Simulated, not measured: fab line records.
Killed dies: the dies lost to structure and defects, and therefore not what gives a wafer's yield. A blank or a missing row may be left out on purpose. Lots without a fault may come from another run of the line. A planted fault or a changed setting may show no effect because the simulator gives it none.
fab line records	flow n5-finfet
[record] lots = 11	wafers = 30	last-day = 19
route steps=1938 shown BEOL_M15@1806 PASSIVATION@1936
lots that met no fault: taken from a fault-free run of the same line
start-h: hours from the record's opening day to when the first of the lot's shown wafers began	wait-h: hours from the lot's prior step to this one	" repeats the value in the row above	L1.1+2: a row that stands for several wafers	- no value, or no start given	* or withheld: withheld	< > ~ a bound
route shown NAME@n: names a module that has steps shown in the file, with the first one's number in the route	usual: mean/standard deviation taken from wafers without a fault	same: alike in all rows	chamber/n: place in a boat	sites: readings site by site	_std_site: the standard deviation of these	_edge_site: outer sites' mean less inner sites'	radius-mm: how far each site lies from the wafer's centre	mask NAME#n: copy n	behind: the most recent tool/chamber to have shaped the wafer	hold: why the lot went on hold/how many hours it stayed there/how the hold came to an end	device: transistor that didn't switch, given as n, p or np	end of line: tests run on the same wafers once the route is complete	a step given without rows: its recipe and nothing more	killed: dies lost to structure and defects at the first sort, not the wafer's yield	map: a wafer's dies, marking killed ones x, the rest . and places with no die _
set.NAME: the setting that was run; set.NAME@STEP: the one run at that earlier step	model.NAME: the simulator's own value behind a step, which no gauge read
a sample of lots followed through the steps of the route, with each step as a table and each wafer as a row
services: when a tool's chamber went out of use (start-h, in hours from the record's first day, below 0 if earlier), for how many hours, and the reason
[[steps]]
[step N5_BEOL_M15_INSPECT_30]
[recipe] mode = adi	inspect-instrument = macro
[usual] raw-defect-count = 2.1/1.6
lot.wafer	tool	chamber	start-h	wait-h	raw-defect-count
L831.1	defect-inspect-02	-	277.33	0.0	0
L831.2	"	-	"	"	1
L831.6	"	-	"	"	1
L833.1	defect-inspect-02	-	284.12	0.0	3
L833.2	"	-	"	"	1
L833.6	"	-	"	"	0
L832.2	defect-inspect-02	-	284.29	0.0	4
L832.3	"	-	"	"	2
L832.4	"	-	"	"	2
L836.2	defect-inspect-02	-	293.86	0.0	3
L836.3	"	-	"	"	0
L836.5	"	-	"	"	3
L834.3	defect-inspect-01	-	298.72	0.0	0
L834.4	"	-	"	"	1
L834.6	"	-	"	"	0
L835.1	defect-inspect-01	-	301.15	0.0	0
L835.2	"	-	"	"	4
L835.6	"	-	"	"	1
L837.2	defect-inspect-02	-	314.24	0.0	1
L837.6	"	-	"	"	4
L843.2	defect-inspect-01	-	336.01	0.0	3
L843.3	"	-	"	"	3
L845.1	defect-inspect-02	-	365.65	0.0	1
L845.4	"	-	"	"	6
L845.6	"	-	"	"	3
L848.1	defect-inspect-01	-	376.66	0.0	0
L848.4	"	-	"	"	2
L848.5	"	-	"	"	2
L851.4	defect-inspect-02	-	427.33	0.0	2
L851.5	"	-	"	"	4
[step N5_BEOL_M15_TRENCH_ETCH_34]
[recipe] chemistry = C4F8/O2/Ar	target = SiO2	target-depth-a = 8729.3	he-inner-torr = 15	he-outer-torr = 30	time-s = 199	ion-energy-ev = 800	pressure-mtorr = 20	source-w = 1905	bias-w = 2040	Ar_flow_sccm = 400	C4F8_flow_sccm = 16	O2_flow_sccm = 12
[usual] drypump-motor-current-A = 5.6/0.47	he-outer-torr = 30.00/0.06	oes-product-au = 0.82/0.091	rf-vpp-V = 2230/59	showerhead-plenum-p-Torr = 3.48/0.11	throttle-valve-pct = 30.9/0.33
lot.wafer	tool	chamber	start-h	wait-h	drypump-motor-current-A	he-outer-torr	oes-product-au	rf-hours-counter-h	rf-vpp-V	showerhead-plenum-p-Torr	throttle-valve-pct
L831.1	rie-diel-02	1	277.45	0.0	5.8	30.01	0.70	211	2201	3.54	31.2
L831.2	"	0	"	"	6.0	29.96	0.71	219	2262	3.40	31.2
L831.6	"	0	"	"	6.0	30.04	0.71	-	2262	3.40	31.2
L833.1	rie-diel-02	2	284.24	0.0	5.7	29.96	0.94	12	2182	3.40	31.1
L833.2	"	0	"	"	6.0	30.08	0.71	221	2262	3.40	31.2
L833.6	"	1	"	"	5.9	30.03	0.70	-	2202	3.54	31.2
L832.2	rie-diel-05	1	284.41	0.0	5.6	30.07	0.66	243	2204	3.35	30.6
L832.3	"	3	"	"	5.3	30.04	0.92	10	2199	3.34	30.8
L832.4	"	0	"	"	6.5	30.00	0.70	224	2299	3.57	31.6
L836.2	rie-diel-02	3	293.98	0.0	5.4	29.97	0.84	69	2242	3.60	30.6
L836.3	"	0	"	"	6.0	29.92	0.71	224	2261	3.40	31.2
L836.5	"	3	"	"	5.4	30.03	0.83	-	2242	3.60	30.6
L834.3	rie-diel-04	2	298.84	0.0	5.0	30.09	0.77	125	2129	3.46	30.8
L834.4	"	3	"	"	5.0	29.99	0.84	66	2261	3.52	30.8
L834.6	"	2	"	"	4.9	30.05	0.77	-	2130	3.46	30.8
L835.1	rie-diel-02	3	301.27	0.0	5.4	29.97	0.82	72	2241	3.60	30.6
L835.2	"	1	"	"	5.9	30.05	0.69	219	2203	3.54	31.2
L835.6	"	1	"	"	5.8	29.98	0.69	-	2201	3.54	31.2
L837.2	rie-diel-02	2	314.49	0.0	5.7	30.07	0.92	21	2182	3.39	31.1
L837.6	"	1	"	"	5.8	30.01	0.69	-	2201	3.54	31.2
L843.2	rie-diel-04	2	336.13	0.0	4.9	30.03	0.76	136	2130	3.46	30.8
L843.3	"	1	"	"	6.2	29.96	0.92	22	2301	3.69	31.5
L845.1	rie-diel-05	1	365.83	0.0	5.5	29.94	0.95	10	2204	3.34	30.6
L845.4	"	1	"	"	5.5	30.06	0.94	-	2204	3.34	30.6
L845.6	"	3	"	"	5.3	30.01	0.88	-	2196	3.32	30.8
L848.1	rie-diel-04	1	376.78	0.0	6.2	30.05	0.91	34	2299	3.69	31.5
L848.4	"	2	"	"	5.0	30.00	0.76	148	2129	3.45	30.8
L848.5	"	0	"	"	5.2	29.97	0.85	-	2328	3.60	30.5
L851.4	rie-diel-02	3	427.74	0.1	5.4	30.13	0.78	-	2239	3.58	30.6
L851.5	"	2	"	"	5.6	30.01	0.85	-	2178	3.37	31.1
[step N5_BEOL_M15_DEGAS_41]
[recipe] ambient = vacuum	temp-c = 300	time-s = 60
[usual] heater-power-w = 472/62	susceptor-temp-C = 300.00/0.19
lot.wafer	tool	chamber	start-h	wait-h	heater-power-w	susceptor-temp-C
L831.1	pvd-sputter-03	-	283.09	0.4	440	299.87
L831.2	"	-	"	"	419	300.07
L831.6	"	-	"	"	490	299.94
L833.1	pvd-sputter-02	-	285.29	0.5	432	299.68
L833.2	"	-	"	"	391	300.11
L833.6	"	-	"	"	560	299.94
L832.2	pvd-sputter-02	-	287.65	0.3	552	299.97
L832.3	"	-	"	"	390	300.27
L832.4	"	-	"	"	504	300.03
L836.2	pvd-sputter-01	-	297.08	0.2	426	299.94
L836.3	"	-	"	"	625	299.88
L836.5	"	-	"	"	492	300.13
L834.3	pvd-sputter-01	-	302.92	0.3	426	300.33
L834.4	"	-	"	"	627	299.74
L834.6	"	-	"	"	495	300.04
L835.1	pvd-sputter-01	-	306.02	0.2	430	299.81
L835.2	"	-	"	"	624	299.68
L835.6	"	-	"	"	487	300.16
L837.2	pvd-sputter-02	-	316.78	0.5	562	300.15
L837.6	"	-	"	"	423	299.74
L843.2	pvd-sputter-02	-	338.11	0.3	400	300.04
L843.3	"	-	"	"	435	300.06
L845.1	pvd-sputter-03	-	367.38	0.4	484	299.90
L845.4	"	-	"	"	443	300.16
L845.6	"	-	"	"	493	300.27
L848.1	pvd-sputter-03	-	380.43	0.3	436	299.79
L848.4	"	-	"	"	504	300.00
L848.5	"	-	"	"	415	299.86
L851.4	pvd-sputter-02	-	429.98	1.4	430	299.79
L851.5	"	-	"	"	394	299.91
[step N5_BEOL_M15_SPUTTER_44]
[recipe] material = Ta	target-thk-a = 150	temp-c = 50	bias-v = 80	power-w = 15000	chamber-pressure-pa = 0.07	time-s = 24.19
[usual] substrate-temp-c = 49.99/0.11	susceptor-temp-C = 49.99/0.12	throttle-valve-pct = 30.3/0.85
lot.wafer	tool	chamber	start-h	wait-h	substrate-temp-c	susceptor-temp-C	throttle-valve-pct
L831.1	pvd-sputter-03	-	283.25	0.0	50.13	49.85	31.4
L831.2	"	-	"	"	49.85	49.84	31.1
L831.6	"	-	"	"	49.86	49.99	30.8
L833.1	pvd-sputter-02	-	285.45	0.0	49.87	50.00	29.5
L833.2	"	-	"	"	50.05	50.19	29.9
L833.6	"	-	"	"	49.99	50.06	30.7
L832.2	pvd-sputter-02	-	287.81	0.0	49.97	49.93	30.7
L832.3	"	-	"	"	50.02	49.95	29.9
L832.4	"	-	"	"	49.95	49.88	29.6
L836.2	pvd-sputter-01	-	297.24	0.0	49.88	49.75	28.4
L836.3	"	-	"	"	50.07	49.84	30.4
L836.5	"	-	"	"	49.92	49.90	30.2
L834.3	pvd-sputter-01	-	303.08	0.0	49.85	50.06	28.5
L834.4	"	-	"	"	50.11	50.30	30.3
L834.6	"	-	"	"	49.96	49.87	30.6
L835.1	pvd-sputter-01	-	306.18	0.0	50.16	50.22	28.4
L835.2	"	-	"	"	49.81	49.86	30.4
L835.6	"	-	"	"	49.98	50.01	29.4
L837.2	pvd-sputter-02	-	316.94	0.0	50.11	-	30.9
L837.6	"	-	"	"	50.17	49.95	29.8
L843.2	pvd-sputter-02	-	338.27	0.0	49.99	-	29.8
L843.3	"	-	"	"	49.78	50.01	29.4
L845.1	pvd-sputter-03	-	367.54	0.0	49.99	49.85	31.0
L845.4	"	-	"	"	49.97	50.09	31.2
L845.6	"	-	"	"	49.91	49.86	30.5
L848.1	pvd-sputter-03	-	380.59	0.0	50.03	50.05	32.0
L848.4	"	-	"	"	50.02	50.02	30.8
L848.5	"	-	"	"	49.97	50.16	31.2
L851.4	pvd-sputter-02	-	430.14	0.0	50.05	50.00	29.7
L851.5	"	-	"	"	49.98	49.85	29.7
[step N5_BEOL_M15_CMP_49]
[recipe] stop-on = SiO2	t-overpolish-s = 4.9	down-force-psi = 2	platen-rpm = 80	clearing-platen-down-force-psi = 2	clearing-platen-rpm = 80	post-cmp-clean = cu-alkaline	target-thk-nm = 850	clearing-platen-pad-velocity-m-s = 1.5917	pad-velocity-m-s = 1.5917
[usual] barrier-field-endpoint-s = 11.34/0.25	clearing-platen-rpm = 79.99/0.041	motor-current-A = 8.1/0.58
lot.wafer	tool	chamber	start-h	wait-h	barrier-field-endpoint-s	clearing-platen-rpm	motor-current-A
L831.2	cmp-04	0	284.37	0.2	11.67	79.93	7.5
L831.1	"	1	"	"	11.32	80.02	7.8
L831.6	"	0	"	"	11.37	79.93	7.5
L833.1	cmp-03	3	286.27	0.3	11.28	80.04	7.1
L833.2	"	0	"	"	11.22	79.98	6.7
L833.6	"	2	"	"	11.48	79.95	8.5
L832.3	cmp-01	1	288.55	0.2	11.62	80.06	8.3
L832.4	"	2	"	"	11.21	80.00	8.4
L832.2	"	0	"	"	11.33	80.04	7.8
L836.3	cmp-04	2	298.78	0.6	11.76	80.05	7.6
L836.2	"	0	"	"	11.27	80.00	7.9
L836.5	"	1	"	"	11.55	80.00	8.1
L834.4	cmp-04	2	303.89	0.2	11.41	80.01	7.5
L834.3	"	3	"	"	10.92	80.04	8.7
L834.6	"	0	"	"	11.36	80.02	7.9
L835.2	cmp-04	2	306.99	0.3	11.01	79.96	7.8
L835.1	"	3	"	"	10.71	80.02	9.1
L835.6	"	0	"	"	11.29	79.95	7.9
L837.2	cmp-03	1	317.75	0.3	8.82	79.89	9.2
L837.6	"	0	"	"	11.63	79.99	7.2
L843.3	cmp-03	2	339.04	0.2	11.83	79.92	8.6
L843.2	"	3	"	"	8.82	80.02	7.5
L845.4	cmp-04	3	368.74	0.6	11.04	79.99	8.9
L845.1	"	0	"	"	11.25	79.99	7.9
L845.6	"	2	"	"	11.77	80.04	7.4
L848.4	cmp-04	3	381.36	0.2	11.50	79.95	9.0
L848.1	"	1	"	"	11.62	79.99	8.0
L848.5	"	3	"	"	11.50	79.96	8.5
L851.4	cmp-01	1	431.16	0.2	11.83	80.08	8.8
L851.5	"	3	"	"	11.20	79.93	8.4
[step N5_PASSIVATION_PROBE_49]
[usual] defect-limited-yield = 91.5/1.7	killed_at_M0_to_M3 = 33/11	killed_at_M4_up = 13/5.2	killed-at-contacts = 11/5.7	killed-at-front-end = 39/11	killed-at-other = 4/3	killed-dies = 101/20	killed-open = 66/15	killed-short = 33/8.4	sort_bin_4_leakage = 0.01/0.073	sort_bin_5_function = 5.0/1.1	sort_bin_6_memory = 3.2/0.69	sort_bin_8_speed = 0.1/0.52	sort-n-pass = 1078/20	sort-yield-pct = 91.4/1.7
[same] gross-dies = 1180	killed-at-back-side = 0
lot.wafer	tool	chamber	start-h	wait-h	defect-limited-yield[%]	killed_at_M0_to_M3	killed_at_M4_up	killed-at-contacts	killed-at-front-end	killed-at-other	killed-dies	killed-open	killed-short	sort_bin_4_leakage[%]	sort_bin_5_function[%]	sort_bin_6_memory[%]	sort_bin_8_speed[%]	sort-n-pass	sort-yield-pct[%]
L845.1	prober-02	-	385.93	0.0	93.2	21	10	8	39	2	80	52	28	0	4.6	1.8	0	1100	93.2
L845.4	prober-02	-	386.08	0.2	92.4	26	16	11	33	4	90	60	30	0	4.5	3.1	0	1090	92.4
L845.6	prober-02	-	386.18	0.3	91.4	30	13	5	50	3	101	69	30	0	4.3	3.9	0	1079	91.4
// killed by level:class
L845.1 FIN_SAQP:geometric-particle:short=11 FIN_SAQP:geometric-particle:open=9 STI_FIN_REVEAL:geometric-particle:open=8 MOL_CONTACT_COAG:geometric-particle:open=7 BEOL_M1:geometric-particle:open=6 BEOL_M0_SAQP:geometric-particle:short=6 BEOL_M4:geometric-particle:open=6 DUMMY_GATE:geometric-particle:open=5
L845.4 STI_FIN_REVEAL:geometric-particle:open=9 MOL_CONTACT_COAG:geometric-particle:open=8 FIN_SAQP:geometric-particle:open=7 FIN_SAQP:geometric-particle:short=6 BEOL_M3:geometric-particle:open=6 BEOL_M2:geometric-particle:open=5 BEOL_M0_SAQP:geometric-particle:open=5 BEOL_M0_SAQP:geometric-particle:short=5
L845.6 FIN_SAQP:geometric-particle:open=14 FIN_SAQP:geometric-particle:short=9 DUMMY_GATE:geometric-particle:open=9 BEOL_M2:geometric-particle:open=8 STI_FIN_REVEAL:geometric-particle:open=7 BEOL_M0_SAQP:geometric-particle:open=5 BEOL_M4:geometric-particle:open=5 BEOL_M5:geometric-particle:open=5
[[services]]
tool	chamber	start-h	hours	kind
cmp-03	-	261.62	0.7	repair
rie-diel-02	2	266.68	5.1	repair
cmp-03	-	272.80	6.5	pm
cmp-04	-	276.78	0.6	repair
cmp-03	-	286.88	18.2	pm
cmp-01	-	294.23	3.9	repair
cmp-04	-	296.31	1.8	repair
cmp-01	-	298.98	4.0	pm
cmp-01	-	313.44	1.2	repair
rie-diel-05	-	319.34	2.8	pm
rie-diel-04	0	324.21	1.2	repair
rie-diel-02	-	330.92	3.4	repair
cmp-04	-	341.81	5.5	pm
pvd-sputter-01	-	354.49	2.5	repair
cmp-01	-	367.52	13.8	pm
cmp-01	-	381.38	2.1	repair
cmp-04	-	383.28	0.5	repair
cmp-01	-	389.41	6.3	repair
rie-diel-02	0	391.11	-	clean
rie-diel-02	0	391.11	-	consumable-replace:focus-ring
rie-diel-02	0	391.11	14.1	scheduled-down
cmp-04	-	404.16	0.8	repair
rie-diel-05	2	405.28	21.1	repair
rie-diel-02	-	417.06	2.8	pm
[[key]]
[first-sign] step = N5_BEOL_M15_CMP_49	reading = barrier-field-endpoint-s	direction = down	sigmas = 10	usual = 11.34	struck = 8.82
effect none on later readings
met-at N5_BEOL_M15_SPUTTER_44
struck-lots L837,L843
struck-wafers L837.2,L843.2
not-acting-at N5_BEOL_M15_INSPECT_30,N5_BEOL_M15_TRENCH_ETCH_34,N5_BEOL_M15_DEGAS_41
onset-between 287.81 316.94
[fault] kind = process-parameter-drift	tool = pvd-sputter-02	chamber = -	onset-h = 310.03	steps = N5_BEOL_M15_SPUTTER_44	channel = time-s	offset = *	shape = step	end-h = 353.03	scope = struck-wafers-only	acts-in = *	stated = *
